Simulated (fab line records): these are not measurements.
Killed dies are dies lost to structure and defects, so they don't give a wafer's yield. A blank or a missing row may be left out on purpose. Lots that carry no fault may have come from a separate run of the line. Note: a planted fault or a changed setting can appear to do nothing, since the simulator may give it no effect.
Matching of chambers    flow nand harc    NHARC_P_M0_STRIP_18 on rie diel-11 has 4 sister chambers
The step strips in N2/H2. 4 wafers are shown with their chamber, then 9 later ones without.

EACH WAFER AND ITS CHAMBER
wafer   chamber  drypump motor current A (A)
L081.1  2        5.9
L082.2  3        6.4
L082.3  0        5.7
L082.4  1        5.5

WAFERS WHOSE CHAMBER IS MISSING
wafer   drypump motor current A (A)
L086.3  5.7
L086.5  5.9
L086.6  6.4
L093.1  6.4
L093.4  5.7
L093.5  5.5
L096.1  5.8
L096.5  5.8
L096.6  5.5

THE CHAMBER EACH PASSED THROUGH
wafer   from the rows above      in truth
L086.3  0                        0
L086.5  2                        2
L086.6  3                        3
L093.1  3                        3
L093.4  0                        0
L093.5  1                        1
L096.1  can't be placed: 0 or 2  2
L096.5  can't be placed: 0 or 2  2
L096.6  1                        1
Placed correctly: 7 of 9. These rows do not allow placing 2 (true chamber among the candidates in 2). Wrongly placed: 0.
How it was worked out, from the rows above alone: a wafer's distance from a chamber is the root of the sum, over the readings, of the square of ((its reading less the chamber's mean) divided by the reading's scatter). The wafer belongs to the nearest chamber; if the next one is less than 2 further off, it can't be placed. A chamber's mean is the mean of its shown wafers. The scatter (one wafer shown for each chamber): square how far every hidden wafer sits from the nearest shown wafer, average those squares and take the square root.
